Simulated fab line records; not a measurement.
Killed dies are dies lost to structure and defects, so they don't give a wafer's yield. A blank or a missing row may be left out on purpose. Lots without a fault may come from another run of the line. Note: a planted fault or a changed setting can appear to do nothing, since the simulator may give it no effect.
Matching of chambers | flow nandHarc | pecvd-04 running NHARC_A_SLIT_DEP_23: 3 sister chambers
The step deposits SiON, target thk 100 nm. 6 wafers are shown with their chamber, then 7 later ones without.

== WAFERS, EACH WITH ITS CHAMBER ==
wafer  | chamber | heaterPowerW (W) | susceptorTempC (C)
L087.5 | 0       | 715              | 400.10
L088.4 | 0       | 712              | 399.66
L091.5 | 2       | 644              | 400.00
L091.6 | 1       | 751              | 399.61
L092.3 | 1       | 644              | 399.84
L092.4 | 2       | 618              | 400.46

== WAFERS WHOSE CHAMBER IS MISSING ==
wafer  | heaterPowerW (W) | susceptorTempC (C)
L092.6 | 619              | 400.08
L093.1 | 740              | 400.23
L093.3 | 753              | 400.09
L093.4 | 606              | 400.09
L094.4 | 690              | 400.39
L094.5 | 697              | 399.83
L094.6 | 791              | 400.22

== THE CHAMBER EACH PASSED THROUGH ==
wafer  | from the rows above          | in truth
L092.6 | can't be placed: 2 or 1 or 0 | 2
L093.1 | can't be placed: 0 or 1 or 2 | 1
L093.3 | can't be placed: 0 or 1 or 2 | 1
L093.4 | can't be placed: 2 or 1 or 0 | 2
L094.4 | can't be placed: 2 or 0 or 1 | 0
L094.5 | can't be placed: 1 or 0 or 2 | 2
L094.6 | can't be placed: 0 or 1 or 2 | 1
Correct placement for 0 of the 7. Cannot be placed on the basis of these rows: 7; the candidates contain the true chamber in 7. Number placed wrongly: 0.
How it was worked out, from the rows above alone: a wafer's distance from a chamber is the root of the sum, over the readings, of the square of ((its reading less the chamber's mean) divided by the reading's scatter). The wafer belongs to the nearest chamber; if the next one is less than 2 further off, it can't be placed. The mean given for a chamber averages the wafers shown for that chamber. The scatter: take each reading less its chamber's mean, square it, sum over the shown wafers, divide by the number of wafers less the number of chambers, and take the root.
